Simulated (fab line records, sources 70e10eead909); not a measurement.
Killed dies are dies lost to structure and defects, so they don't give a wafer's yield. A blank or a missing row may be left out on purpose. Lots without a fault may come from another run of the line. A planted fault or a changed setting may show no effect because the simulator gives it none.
Which tool did it? | flow nand_harc | 22 lots, 66 wafers sampled, at 6 steps of a route of 1302

WHAT THE GAUGES READ, wafer by wafer
The record holds no reading of a measuring or inspecting step that can be judged against a usual standard deviation.

WHICH TOOL RAN EACH LOT (tool, then ch and the chambers of the sampled wafers, then the start)
lot  | NHARC_A_STAIRCASE_HM_OPEN_457                 | NHARC_A_STAIRCASE_STRIP_295                   | NHARC_A_STAIRCASE_HM_DEP_462  | NHARC_A_STAIRCASE_STRIP_316                   | NHARC_A_STAIRCASE_STRIP_476        | NHARC_A_STAIRCASE_STRIP_475
L074 | rie_diel-11 ch 0,1,3, day 17 02:59 or earlier | rie_diel-13 ch 0,1,2, day 17 02:59 or earlier | acl_dep-02 ch 0, day 17 02:59 | rie_diel-11 ch 0,2,3, day 17 09:34 or earlier | rie_diel-11 ch 0,2,3, day 17 09:34 | rie_diel-11 ch 0,1,3, no start
L076 | rie_diel-13 ch 0,2, day 17 06:37 or earlier   | rie_diel-11 ch 1,2,3, day 17 06:37 or earlier | acl_dep-03 ch 0, day 17 06:37 | rie_diel-13 ch 0,3, day 17 13:29 or earlier   | rie_diel-13 ch 2,3, day 17 13:29   | rie_diel-11 ch 0,2, no start
L075 | rie_diel-11 ch 0,1,2, day 17 11:19 or earlier | rie_diel-13 ch 0,1,2, day 17 11:19 or earlier | acl_dep-02 ch 0, day 17 11:19 | rie_diel-13 ch 0,2,3, day 17 18:36 or earlier | rie_diel-13 ch 0,1,2, day 17 18:36 | rie_diel-13 ch 0,2, day 19 16:04
L077 | rie_diel-11 ch 0,1,2, day 18 05:12 or earlier | rie_diel-13 ch 1,2,3, day 18 05:12 or earlier | acl_dep-02 ch 0, day 18 05:12 | rie_diel-09 ch 1,2,3, day 18 14:02 or earlier | rie_diel-11 ch 0,1,2, day 18 14:02 | rie_diel-13 ch 0,1,3, no start
L079 | rie_diel-11 ch 0,1,3, day 18 19:05 or earlier | rie_diel-11 ch 1,2,3, day 18 19:05 or earlier | acl_dep-01 ch 0, day 18 19:05 | rie_diel-13 ch 0,1,2, day 19 01:20 or earlier | rie_diel-11 ch 1,2,3, day 19 01:20 | rie_diel-09 ch 1,2,3, no start
L078 | rie_diel-09 ch 1,3, day 19 00:36 or earlier   | rie_diel-13 ch 1,2, day 19 00:36 or earlier   | acl_dep-03 ch 0, day 19 00:36 | rie_diel-13 ch 0,2, day 19 09:38 or earlier   | rie_diel-13 ch 0,1,2, day 19 09:38 | rie_diel-13 ch 2,3, no start
L080 | rie_diel-09 ch 1,2,3, day 19 13:40 or earlier | rie_diel-09 ch 0,1,3, day 19 13:40 or earlier | acl_dep-01 ch 0, day 19 13:40 | rie_diel-11 ch 1,2,3, day 19 20:20 or earlier | rie_diel-09 ch 2,3, day 19 20:20   | rie_diel-13 ch 1,2,3, no start
L081 | rie_diel-11 ch 0,2,3, day 20 07:22 or earlier | rie_diel-09 ch 0,1,3, day 20 07:22 or earlier | acl_dep-03 ch 0, day 20 07:22 | rie_diel-09 ch 0,1,3, day 20 14:20 or earlier | rie_diel-09 ch 0,1,2, day 20 14:20 | rie_diel-09 ch 1,2,3, day 22 16:04
L082 | rie_diel-11 ch 1,2, day 20 10:42 or earlier   | rie_diel-13 ch 1,3, day 20 10:42 or earlier   | acl_dep-01 ch 0, day 20 10:42 | rie_diel-11 ch 0,3, day 20 17:46 or earlier   | rie_diel-13 ch 0,2,3, day 20 17:46 | rie_diel-11 ch 1,2, no start
L084 | rie_diel-11 ch 0,1,2, day 20 20:04 or earlier | rie_diel-13 ch 0,1,2, day 20 20:04            | acl_dep-02 ch 0, day 20 21:47 | rie_diel-09 ch 0,2,3, day 21 04:41 or earlier | rie_diel-11 ch 0,2,3, day 21 04:41 | rie_diel-11 ch 0,1,3, no start
L085 | rie_diel-11 ch 0,1, day 21 05:42 or earlier   | rie_diel-13 ch 0,1, day 21 05:42 or earlier   | acl_dep-02 ch 0, day 21 05:42 | rie_diel-09 ch 0,2,3, day 21 13:20 or earlier | rie_diel-09 ch 0,1,2, day 21 13:20 | rie_diel-11 ch 0,2,3, no start
L086 | rie_diel-09 ch 1,2,3, day 21 13:01 or earlier | rie_diel-11 ch 1,2,3, day 21 13:01 or earlier | acl_dep-01 ch 0, day 21 13:01 | rie_diel-11 ch 1,2,3, day 21 20:35 or earlier | rie_diel-13 ch 1,2,3, day 21 20:35 | rie_diel-13 ch 0,1,2, no start
L088 | rie_diel-09 ch 0,1,3, day 22 13:25 or earlier | rie_diel-13 ch 0,2,3, day 22 13:25 or earlier | acl_dep-02 ch 0, day 22 13:25 | rie_diel-09 ch 0,1,2, day 22 20:05 or earlier | rie_diel-09 ch 0,1,2, day 22 20:05 | rie_diel-09 ch 1,2,3, no start
L089 | rie_diel-13 ch 0,3, day 22 15:16 or earlier   | rie_diel-09 ch 0,1,2, day 22 15:16 or earlier | acl_dep-02 ch 0, day 22 15:16 | rie_diel-09 ch 1,2,3, day 22 22:04 or earlier | rie_diel-11 ch 0,1, day 22 22:04   | rie_diel-09 ch 0,1,2, no start
L087 | rie_diel-09 ch 0,2, day 22 22:32 or earlier   | rie_diel-11 ch 0,1,3, day 22 22:32 or earlier | acl_dep-01 ch 0, day 22 22:32 | rie_diel-13 ch 0,2,3, day 23 05:23 or earlier | rie_diel-13 ch 0,1,2, day 23 05:23 | rie_diel-11 ch 0,2,3, no start
L091 | rie_diel-11 ch 1,2,3, day 23 23:01 or earlier | rie_diel-11 ch 0,2,3, day 23 23:01 or earlier | acl_dep-03 ch 0, day 23 23:01 | rie_diel-13 ch 0,2,3, day 24 05:48 or earlier | rie_diel-09 ch 0,2,3, day 24 05:48 | rie_diel-13 ch 0,1, no start
L092 | rie_diel-11 ch 0,2, day 24 03:01 or earlier   | rie_diel-13 ch 1,2, day 24 03:01 or earlier   | acl_dep-03 ch 0, day 24 03:01 | rie_diel-13 ch 1,2, day 24 09:35 or earlier   | rie_diel-09 ch 0,1, day 24 09:35   | rie_diel-13 ch 0,1,2, no start
L093 | rie_diel-13 ch 0,2,3, day 25 02:07 or earlier | rie_diel-13 ch 2,3, day 25 02:07 or earlier   | acl_dep-02 ch 0, day 25 02:07 | rie_diel-11 ch 0,1,3, day 25 08:22 or earlier | rie_diel-11 ch 2,3, day 25 08:22   | rie_diel-09 ch 1,2, no start
L097 | rie_diel-13 ch 1,2,3, day 25 23:13 or earlier | rie_diel-09 ch 1,2,3, day 25 23:13 or earlier | acl_dep-01 ch 0, day 25 23:13 | rie_diel-11 ch 0,1,2, day 26 06:26 or earlier | rie_diel-13 ch 0,2, day 26 06:26   | rie_diel-13 ch 0,1,2, no start
L096 | rie_diel-09 ch 0,2, day 26 01:38 or earlier   | rie_diel-13 ch 0,2,3, day 26 01:38 or earlier | acl_dep-03 ch 0, day 26 01:38 | rie_diel-13 ch 0,3, day 26 12:31 or earlier   | rie_diel-09 ch 0,1,2, day 26 12:31 | rie_diel-09 ch 0,2,3, no start
L095 | rie_diel-11 ch 1,2, day 26 03:29 or earlier   | rie_diel-13 ch 0,1,3, day 26 03:29 or earlier | acl_dep-03 ch 0, day 26 03:29 | rie_diel-13 ch 2,3, day 26 12:36 or earlier   | rie_diel-13 ch 1,2,3, day 26 12:36 | rie_diel-11 ch 1,2,3, no start
L094 | rie_diel-13 ch 1,2,3, day 26 10:20 or earlier | rie_diel-11 ch 1,2,3, day 26 10:20 or earlier | acl_dep-03 ch 0, day 26 10:20 | rie_diel-13 ch 0,1,2, day 26 17:43 or earlier | rie_diel-09 ch 0,1,2, day 26 17:43 | rie_diel-09 ch 0,2,3, no start
- NHARC_A_STAIRCASE_HM_OPEN_457: chemistry O2/COS.
- NHARC_A_STAIRCASE_STRIP_295: strips in O2.
- NHARC_A_STAIRCASE_HM_DEP_462: deposits aC, target thk 800 nm.
- NHARC_A_STAIRCASE_STRIP_316: strips in O2.
- NHARC_A_STAIRCASE_STRIP_476: strips in O2, time 20 s.
- NHARC_A_STAIRCASE_STRIP_475: strips in O2, time 20 s.

WHAT THE TOOLS THEMSELVES READ (means of the sampled wafers that have a number; where no wafer has one, the mark that the record gives instead)
NHARC_A_STAIRCASE_HM_OPEN_457. Usual: drypump_motor_current_A 5.8 A, standard deviation 0.67; oes_product_au 1.001 a.u., standard deviation 0.013; rf_vpp_V 466.3 V, standard deviation 2.3; showerhead_plenum_p_Torr 3.08 Torr, standard deviation 0.097; throttle_valve_pct 28.330 %, standard deviation 0.0089.
lot  | tool        | drypump_motor_current_A (A) | oes_product_au (a.u.) | rf_vpp_V (V) | showerhead_plenum_p_Torr (Torr) | throttle_valve_pct (%) | flag
L074 | rie_diel-11 | 5.4                         | 0.994                 | 464.9        | 3.02                            | 28.336                 |
L076 | rie_diel-13 | 5.8                         | 0.997                 | 467.1        | 3.13                            | 28.343                 |
L075 | rie_diel-11 | 6.0                         | 1.006                 | 466.3        | 3.09                            | 28.327                 |
L077 | rie_diel-11 | 6.0                         | 1.001                 | 466.1        | 3.08                            | 28.332                 |
L079 | rie_diel-11 | 5.4                         | 0.992                 | 464.9        | 3.01                            | 28.332                 |
L078 | rie_diel-09 | 5.5                         | 1.011                 | 467.0        | 3.11                            | 28.332                 |
L080 | rie_diel-09 | 6.0                         | 1.006                 | 467.2        | 3.12                            | 28.329                 |
L081 | rie_diel-11 | 5.5                         | 0.982                 | 465.7        | 3.04                            | 28.329                 |
L082 | rie_diel-11 | 6.3                         | 0.994                 | 465.6        | 3.06                            | 28.334                 |
L084 | rie_diel-11 | 6.0                         | 0.993                 | 466.1        | 3.08                            | 28.324                 |
L085 | rie_diel-11 | 5.5                         | 0.993                 | 466.0        | 3.06                            | 28.335                 |
L086 | rie_diel-09 | 6.0                         | 1.004                 | 466.7        | 3.11                            | 28.332                 |
L088 | rie_diel-09 | 5.6                         | 1.009                 | 466.6        | 3.12                            | 28.327                 |
L089 | rie_diel-13 | 5.5                         | 0.991                 | 467.8        | 3.13                            | 28.333                 |
L087 | rie_diel-09 | 5.6                         | 1.005                 | 465.5        | 3.03                            | 28.313                 |
L091 | rie_diel-11 | 5.9                         | 0.989                 | 464.9        | 3.01                            | 28.323                 |
L092 | rie_diel-11 | 5.6                         | 0.992                 | 466.2        | 3.08                            | 28.334                 |
L093 | rie_diel-13 | 5.8                         | 1.007                 | 467.8        | 3.14                            | 28.332                 |
L097 | rie_diel-13 | 5.5                         | 1.009                 | 466.5        | 3.16                            | 28.334                 |
L096 | rie_diel-09 | 6.1                         | 1.016                 | 464.6        | 3.01                            | 28.328                 |
L095 | rie_diel-11 | 6.4                         | 1.010                 | 465.4        | 3.07                            | 28.325                 |
L094 | rie_diel-13 | 5.6                         | 1.009                 | 469.2        | 3.16                            | 28.329                 |

NHARC_A_STAIRCASE_STRIP_295. Usual: drypump_motor_current_A 5.7 A, standard deviation 0.6; oes_product_au 1.001 a.u., standard deviation 0.013; rf_vpp_V 57.7 V, standard deviation 0.92; showerhead_plenum_p_Torr 3.51 Torr, standard deviation 0.097; throttle_valve_pct 17.038 %, standard deviation 0.0092.
lot  | tool        | drypump_motor_current_A (A) | oes_product_au (a.u.) | rf_vpp_V (V) | showerhead_plenum_p_Torr (Torr) | throttle_valve_pct (%) | flag
L074 | rie_diel-13 | 5.7                         | 0.990                 | 57.1         | 3.56                            | 17.042                 |
L076 | rie_diel-11 | 5.9                         | 1.000                 | 57.3         | 3.42                            | 17.032                 |
L075 | rie_diel-13 | 5.6                         | 0.999                 | 58.1         | 3.56                            | 17.035                 |
L077 | rie_diel-13 | 5.5                         | 1.007                 | 57.8         | 3.60                            | 17.039                 |
L079 | rie_diel-11 | 5.9                         | 0.997                 | 57.6         | 3.42                            | 17.040                 |
L078 | rie_diel-13 | 5.5                         | 0.999                 | 57.5         | 3.57                            | 17.037                 |
L080 | rie_diel-09 | 5.6                         | 1.011                 | 57.6         | 3.53                            | 17.039                 |
L081 | rie_diel-09 | 5.6                         | 1.006                 | 57.7         | 3.53                            | 17.036                 |
L082 | rie_diel-13 | 5.2                         | 1.005                 | 58.1         | 3.61                            | 17.040                 |
L084 | rie_diel-13 | 5.6                         | 1.003                 | 57.2         | 3.54                            | 17.029                 |
L085 | rie_diel-13 | 5.2                         | 0.980                 | 58.6         | 3.54                            | 17.043                 |
L086 | rie_diel-11 | 5.8                         | 0.991                 | 57.5         | 3.41                            | 17.032                 |
L088 | rie_diel-13 | 5.8                         | 1.001                 | 57.6         | 3.56                            | 17.044                 |
L089 | rie_diel-09 | 6.0                         | 1.017                 | 57.0         | 3.52                            | 17.028                 |
L087 | rie_diel-11 | 5.4                         | 0.979                 | 57.2         | 3.39                            | 17.033                 |
L091 | rie_diel-11 | 5.5                         | 0.997                 | 58.1         | 3.42                            | 17.033                 |
L092 | rie_diel-13 | 5.4                         | 0.993                 | 58.4         | 3.55                            | 17.035                 |
L093 | rie_diel-13 | 5.7                         | 1.007                 | 58.8         | 3.60                            | 17.042                 |
L097 | rie_diel-09 | 6.0                         | 1.019                 | 57.9         | 3.49                            | 17.035                 |
L096 | rie_diel-13 | 5.8                         | 0.999                 | 57.8         | 3.55                            | 17.043                 |
L095 | rie_diel-13 | 5.3                         | 1.006                 | 58.5         | 3.54                            | 17.028                 |
L094 | rie_diel-11 | 5.9                         | 1.006                 | 57.0         | 3.39                            | 17.036                 |

NHARC_A_STAIRCASE_HM_DEP_462. Usual: throttle_valve_pct 35.001 %, standard deviation 0.0094.
lot  | tool       | throttle_valve_pct (%) | flag
L074 | acl_dep-02 | 35.005                 |
L076 | acl_dep-03 | 35.002                 |
L075 | acl_dep-02 | 34.996                 |
L077 | acl_dep-02 | 35.003                 |
L079 | acl_dep-01 | 34.996                 |
L078 | acl_dep-03 | 34.987                 |
L080 | acl_dep-01 | 34.994                 |
L081 | acl_dep-03 | 35.006                 |
L082 | acl_dep-01 | 34.998                 |
L084 | acl_dep-02 | 35.007                 |
L085 | acl_dep-02 | 35.001                 |
L086 | acl_dep-01 | 34.992                 |
L088 | acl_dep-02 | 34.999                 |
L089 | acl_dep-02 | 34.998                 |
L087 | acl_dep-01 | 35.005                 |
L091 | acl_dep-03 | 34.994                 |
L092 | acl_dep-03 | 35.012                 |
L093 | acl_dep-02 | 35.003                 |
L097 | acl_dep-01 | 35.005                 |
L096 | acl_dep-03 | 34.990                 |
L095 | acl_dep-03 | 35.002                 |
L094 | acl_dep-03 | 34.994                 |

NHARC_A_STAIRCASE_STRIP_316. Usual: drypump_motor_current_A 5.7 A, standard deviation 0.63; oes_product_au 0.999 a.u., standard deviation 0.01; rf_vpp_V 57.6 V, standard deviation 0.88; showerhead_plenum_p_Torr 3.50 Torr, standard deviation 0.11; throttle_valve_pct 17.036 %, standard deviation 0.0094.
lot  | tool        | drypump_motor_current_A (A) | oes_product_au (a.u.) | rf_vpp_V (V) | showerhead_plenum_p_Torr (Torr) | throttle_valve_pct (%) | flag
L074 | rie_diel-11 | 5.5                         | 0.995                 | 57.0         | 3.44                            | 17.045                 |
L076 | rie_diel-13 | 5.5                         | 1.008                 | 57.2         | 3.55                            | 17.032                 |
L075 | rie_diel-13 | 5.7                         | 1.004                 | 57.6         | 3.58                            | 17.033                 |
L077 | rie_diel-09 | 6.0                         | 0.999                 | 57.0         | 3.52                            | 17.038                 |
L079 | rie_diel-13 | 5.6                         | 0.999                 | 58.1         | 3.55                            | 17.036                 |
L078 | rie_diel-13 | 6.1                         | 1.002                 | 58.3         | 3.55                            | 17.043                 |
L080 | rie_diel-11 | 5.8                         | 0.994                 | 57.4         | 3.42                            | 17.035                 |
L081 | rie_diel-09 | 5.6                         | 1.003                 | 56.8         | 3.53                            | 17.046                 |
L082 | rie_diel-11 | 5.0                         | 0.989                 | 57.2         | 3.42                            | 17.041                 |
L084 | rie_diel-09 | 5.6                         | 1.008                 | 57.2         | 3.42                            | 17.035                 |
L085 | rie_diel-09 | 5.6                         | 1.008                 | 57.0         | 3.42                            | 17.044                 |
L086 | rie_diel-11 | 5.9                         | 0.991                 | 57.0         | 3.41                            | 17.034                 |
L088 | rie_diel-09 | 6.1                         | 1.005                 | 57.8         | 3.52                            | 17.031                 |
L089 | rie_diel-09 | 6.0                         | 1.012                 | 58.4         | 3.51                            | 17.031                 |
L087 | rie_diel-13 | 5.7                         | 1.000                 | 58.0         | 3.56                            | 17.044                 |
L091 | rie_diel-13 | 5.7                         | 0.998                 | 57.7         | 3.55                            | 17.034                 |
L092 | rie_diel-13 | 5.4                         | 0.995                 | 57.8         | 3.55                            | 17.030                 |
L093 | rie_diel-11 | 5.4                         | 0.992                 | 58.5         | 3.38                            | 17.048                 |
L097 | rie_diel-11 | 6.0                         | 1.008                 | 57.6         | 3.45                            | 17.035                 |
L096 | rie_diel-13 | 5.5                         | 0.999                 | 57.8         | 3.52                            | 17.025                 |
L095 | rie_diel-13 | 5.7                         | 1.009                 | 58.3         | 3.59                            | 17.039                 |
L094 | rie_diel-13 | 5.6                         | 0.994                 | 57.2         | 3.52                            | 17.038                 |

NHARC_A_STAIRCASE_STRIP_476. Usual: drypump_motor_current_A 5.7 A, standard deviation 0.65; oes_product_au 1.001 a.u., standard deviation 0.013; rf_vpp_V 57.7 V, standard deviation 0.91; showerhead_plenum_p_Torr 3.50 Torr, standard deviation 0.1; throttle_valve_pct 17.037 %, standard deviation 0.0078.
lot  | tool        | drypump_motor_current_A (A) | oes_product_au (a.u.) | rf_vpp_V (V) | showerhead_plenum_p_Torr (Torr) | throttle_valve_pct (%) | flag
L074 | rie_diel-11 | 5.5                         | 0.997                 | 57.5         | 3.44                            | 17.039                 |
L076 | rie_diel-13 | 6.0                         | 1.000                 | 57.7         | 3.60                            | 17.034                 |
L075 | rie_diel-13 | 5.7                         | 0.995                 | 57.2         | 3.55                            | 17.036                 |
L077 | rie_diel-11 | 6.0                         | 1.002                 | 56.7         | 3.48                            | 17.038                 |
L079 | rie_diel-11 | 5.8                         | 0.996                 | 57.2         | 3.42                            | 17.034                 |
L078 | rie_diel-13 | 5.6                         | 0.993                 | 57.5         | 3.55                            | 17.043                 |
L080 | rie_diel-09 | 5.5                         | 1.000                 | 58.4         | 3.41                            | 17.028                 |
L081 | rie_diel-09 | 6.1                         | 1.001                 | 57.7         | 3.53                            | 17.034                 |
L082 | rie_diel-13 | 5.8                         | 1.001                 | 57.9         | 3.56                            | 17.036                 |
L084 | rie_diel-11 | 5.5                         | 1.004                 | 58.9         | 3.43                            | 17.031                 |
L085 | rie_diel-09 | 6.1                         | 1.008                 | 57.9         | 3.52                            | 17.042                 |
L086 | rie_diel-13 | 5.5                         | 1.002                 | 57.5         | 3.58                            | 17.035                 |
L088 | rie_diel-09 | 6.0                         | 1.020                 | 58.4         | 3.52                            | 17.034                 |
L089 | rie_diel-11 | 5.6                         | 0.990                 | 57.3         | 3.45                            | 17.033                 |
L087 | rie_diel-13 | 5.6                         | 0.997                 | 58.6         | 3.53                            | 17.043                 |
L091 | rie_diel-09 | 5.6                         | 1.016                 | 57.9         | 3.41                            | 17.043                 |
L092 | rie_diel-09 | 5.6                         | 1.017                 | 57.9         | 3.52                            | 17.043                 |
L093 | rie_diel-11 | 5.4                         | 0.994                 | 57.7         | 3.35                            | 17.042                 |
L097 | rie_diel-13 | 6.1                         | 1.005                 | 57.4         | 3.52                            | 17.046                 |
L096 | rie_diel-09 | 6.1                         | 1.011                 | 58.7         | 3.50                            | 17.036                 |
L095 | rie_diel-13 | 5.5                         | 0.992                 | 57.4         | 3.57                            | 17.036                 |
L094 | rie_diel-09 | 6.1                         | 1.009                 | 57.7         | 3.50                            | 17.028                 |

NHARC_A_STAIRCASE_STRIP_475. Usual: drypump_motor_current_A 5.7 A, standard deviation 0.65; oes_product_au 1.001 a.u., standard deviation 0.014; rf_vpp_V 57.8 V, standard deviation 0.9; showerhead_plenum_p_Torr 3.49 Torr, standard deviation 0.11; throttle_valve_pct 17.036 %, standard deviation 0.0094.
lot  | tool        | drypump_motor_current_A (A) | oes_product_au (a.u.) | rf_vpp_V (V) | showerhead_plenum_p_Torr (Torr) | throttle_valve_pct (%) | flag
L074 | rie_diel-11 | 5.4                         | 1.002                 | 56.8         | 3.41                            | 17.026                 |
L076 | rie_diel-11 | 5.6                         | 0.997                 | 56.9         | 3.50                            | 17.038                 |
L075 | rie_diel-13 | 5.8                         | 0.994                 | 57.8         | 3.52                            | 17.035                 |
L077 | rie_diel-13 | 5.3                         | 1.002                 | 58.3         | 3.56                            | 17.034                 |
L079 | rie_diel-09 | 6.0                         | 0.999                 | 57.2         | 3.51                            | 17.031                 |
L078 | rie_diel-13 | 6.0                         | 1.014                 | 58.5         | 3.58                            | 17.038                 |
L080 | rie_diel-13 | 5.6                         | 1.007                 | 57.8         | 3.58                            | 17.034                 |
L081 | rie_diel-09 | 6.0                         | 1.012                 | 58.6         | 3.51                            | 17.034                 |
L082 | rie_diel-11 | 6.4                         | 1.000                 | 57.6         | 3.44                            | 17.044                 |
L084 | rie_diel-11 | 5.4                         | 0.990                 | 58.3         | 3.39                            | 17.036                 |
L085 | rie_diel-11 | 5.5                         | 0.984                 | 57.6         | 3.42                            | 17.030                 |
L086 | rie_diel-13 | 5.6                         | 0.990                 | 56.7         | 3.53                            | 17.040                 |
L088 | rie_diel-09 | 6.0                         | 1.026                 | 57.2         | 3.49                            | 17.041                 |
L089 | rie_diel-09 | 6.1                         | 1.013                 | 58.3         | 3.51                            | 17.042                 |
L087 | rie_diel-11 | 5.5                         | 1.001                 | 57.8         | 3.41                            | 17.033                 |
L091 | rie_diel-13 | 5.4                         | 0.996                 | 57.9         | 3.49                            | 17.037                 |
L092 | rie_diel-13 | 5.6                         | 0.989                 | 58.4         | 3.52                            | 17.025                 |
L093 | rie_diel-09 | 6.5                         | 1.007                 | 57.5         | 3.49                            | 17.042                 |
L097 | rie_diel-13 | 5.6                         | 0.988                 | 57.9         | 3.51                            | 17.038                 |
L096 | rie_diel-09 | 5.6                         | 1.001                 | 57.9         | 3.39                            | 17.030                 |
L095 | rie_diel-11 | 5.9                         | 0.999                 | 57.5         | 3.56                            | 17.047                 |
L094 | rie_diel-09 | 5.5                         | 1.010                 | 57.2         | 3.39                            | 17.036                 |

THE ANSWER, worked out from the rows above alone
Rule: a lot is off if the mean of its wafers that have a number lies more than 3 standard deviations from the usual mean. A lot without any number at a reading at which 4 lots or more have one is off too. The other lots that the step has rows for count as sound. The gauges are gone through in route order, then the tools' own readings, and for those a lot's mean is taken as printed above. The first step at which some lot is off is used, and at that step the reading that is off furthest; a lot without a number counts as furthest.
No lot is off at any reading shown: from this, nothing can be told.

WHAT THE SIMULATOR HAD PUT IN
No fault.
